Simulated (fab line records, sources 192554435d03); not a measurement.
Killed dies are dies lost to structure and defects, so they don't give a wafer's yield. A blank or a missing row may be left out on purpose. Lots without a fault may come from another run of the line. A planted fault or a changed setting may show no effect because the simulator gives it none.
A struck lot beside a sound one | flow n5_finfet | 39 steps out of a route of 1938
Sound: wafers L677.1, L677.4, L677.6. Struck: wafers L688.4, L688.5, L688.6. The cause comes at the end.
At each step with rows: each side's tool, then ch and its chambers, then its first start. Under that, the readings that differ: sound wafers | struck wafers | difference of the means | sigmas: that difference in standard deviations of wafers without a fault.
alike: readings whose means differ by less than 2 such deviations, and words and numbers that are the same on both sides. not compared: withheld readings, readings that some wafer has no value for, bounds like >300 that may hide the same value, and numbers for which the record gives no deviation and whose values overlap.
The two part at a step that has a row with sigmas, a row that says differs or no value, or rows on one side only. Numbers that don't overlap but have no deviation are shown without sigmas and don't part them. A reading that every wafer of one side lacks parts them only if that side has two wafers or more.

first, 9 steps without rows for these wafers: N5_BEOL_M4_ANNEAL_95 (time 240 s); N5_BEOL_M4_SPUTTER_96 (material Cu, target thk 4.5 nm, time 8.29 s); N5_BEOL_M4_ECD_50 (material Cu, target thk 300 nm); N5_BEOL_M4_ANNEAL_51 (time 90 s); N5_BEOL_M4_CMP_52 (polishes, stops on SiOC, t overpolish 6.8 s, target thk 40 nm); N5_BEOL_M4_PRE_CLEAN_60 (time 15 s); N5_BEOL_M4_CO_CAP_55 (material Co, precursor CCTBA/H2, target thk 2 nm, time 102.1 s); N5_BEOL_M4_PRE_CLEAN_56 (time 15 s); N5_BEOL_M4_DEP_57 (deposits SiCN from 3MS/NH3, target thk 8 nm, time 14 s).
N5_BEOL_M4_RC_MEAS_101:
  sound on prober-01 ch 0, day 9 16:49; struck on prober-01 ch 0, day 12 08:28
  reading       | sound          | struck         | difference | sigmas
  ION_N (uA/um) | 688 703 701    | 667 670 662    | -31        | -2
  SS_N (mV/dec) | 71.5 72.4 71.7 | 70.7 70.9 70.1 | -1.3       | -2
  alike: DIBL_N, DIBL_P, IOFF_N, IOFF_P, ION_P, SS_P, VT_N, VT_P
then, 24 steps without rows for these wafers: N5_BEOL_M5_ILD_DEP_00 (deposits SiCOH lowk from DEMS/porogen, target thk 140.64 nm, time 25.9 s); N5_BEOL_M5_CURE_79 (cures SiCOH lowk, time 240 s); N5_BEOL_M5_PECVD_70 (deposits SiO2 from TEOS/O2, target thk 16 nm, time 18 s); N5_BEOL_M5_HM_DEP_02 (deposits TiN, target thk 20 nm); N5_BEOL_M5_COAT_59 (time 60 s, resist thk 60 nm); N5_BEOL_M5_COAT_60 (time 60 s, resist thk 12 nm); N5_BEOL_M5_COAT_71 (time 60 s, resist thk 5 nm); N5_BEOL_M5_COAT_05 (resist thk 30 nm); N5_BEOL_M5_EBR_07; N5_BEOL_M5_SOFTBAKE_06 (time 60 s); N5_BEOL_M5_EXPOSE_08 (exposes mask M5, target cd 28 nm); N5_BEOL_M5_PEB_09 (peb time 60 s); N5_BEOL_M5_DEVELOP_10 (develop time 30 s); N5_BEOL_M5_DESCUM_16 (chemistry O2, time 7 s); N5_BEOL_M5_ETCH_72 (etches underlayer in N2/H2, target depth 6.5 nm, time 5.2 s); N5_BEOL_M5_ETCH_61 (etches SiARC in CF4, target depth 15.6 nm, time 26 s); N5_BEOL_M5_ETCH_62 (etches SOC in N2/H2, target depth 75 nm, overetch 15 nm, time 112.5 s); N5_BEOL_M5_STRIP_63 (strips in N2/H2); N5_BEOL_M5_STRIP_73 (strips in N2/H2); N5_BEOL_M5_STRIP_64 (strips in CF4); N5_BEOL_M5_HM_OPEN_17 (chemistry Cl2/BCl3, target TiN, target depth 20 nm, overetch 6 nm); N5_BEOL_M5_STRIP_19 (strips in O2); N5_BEOL_M5_COAT_65 (time 60 s, resist thk 60 nm); N5_BEOL_M5_COAT_66 (time 60 s, resist thk 12 nm).
-- the record jumps here: 4 days lie between the struck wafers' starts before and after (it left off in module BEOL_M5 and takes up again in module BEOL_M15, whose first step shown is number 1800 of the route) --
N5_BEOL_M15_EXPOSE_25: exposes mask M15, target cd 400 nm.
  sound on krf_scanner-01 ch 0, day 13 06:26; struck on krf_scanner-01 ch 0, day 16 17:26
  reading              | sound             | struck            | difference | sigmas
  exposure_dose_mJ_cm2 | 35.51 35.56 35.56 | 32.93 32.91 32.90 | -2.63      | -77
  alike: mask
N5_BEOL_M15_CD_MEAS_28: target cd 407.6 nm.
  sound on cd_sem-02 ch 0, day 13 06:37; struck on cd_sem-03 ch 0, day 16 17:35
  reading    | sound             | struck            | difference | sigmas
  cd_nm (nm) | 410.2 411.2 410.1 | 478.0 468.8 465.4 | +60.2      | +25
N5_BEOL_M15_DESCUM_33: chemistry O2, time 7.9 s.
  sound on rie_diel-03 ch 0,2,3, day 13 06:42; struck on rie_diel-04 ch 2,3, day 16 17:49
  reading                   | sound             | struck            | difference | sigmas
  throttle_valve_pct (%)    | 20.32 20.51 20.05 | 20.92 20.72 20.92 | +0.56      | +2
  model.BEOL_M15.cd_nm (nm) | 409.8 410.8 410   | 478.4 468.6 465.2 | +60.5      |
  alike: drypump_motor_current_A, oes_product_au, rf_vpp_V, showerhead_plenum_p_Torr
  not compared: rf_hours_counter_h
N5_BEOL_M15_ETCH_38: etches SiCN in CF4/N2, target depth 106.4 nm, time 120.5 s.
  sound on rie_diel-03 ch 0,2,3; struck on rie_diel-03 ch 0,1,3
  reading                   | sound           | struck          | difference | sigmas
  model.BEOL_M15.cd_nm (nm) | 401.2 403 402.8 | 470.2 460 456.8 | +60.0      |
  alike: drypump_motor_current_A, oes_product_au, rf_vpp_V, showerhead_plenum_p_Torr, throttle_valve_pct
  not compared: rf_hours_counter_h
N5_PASSIVATION_PROBE_49:
  the record has rows for the struck wafers here (prober-01, day 17 17:03) and none for the sound ones

WHERE THEY PART
First at N5_BEOL_M4_RC_MEAS_101; last, within this record, at N5_PASSIVATION_PROBE_49.

WHY: what the simulator had put in
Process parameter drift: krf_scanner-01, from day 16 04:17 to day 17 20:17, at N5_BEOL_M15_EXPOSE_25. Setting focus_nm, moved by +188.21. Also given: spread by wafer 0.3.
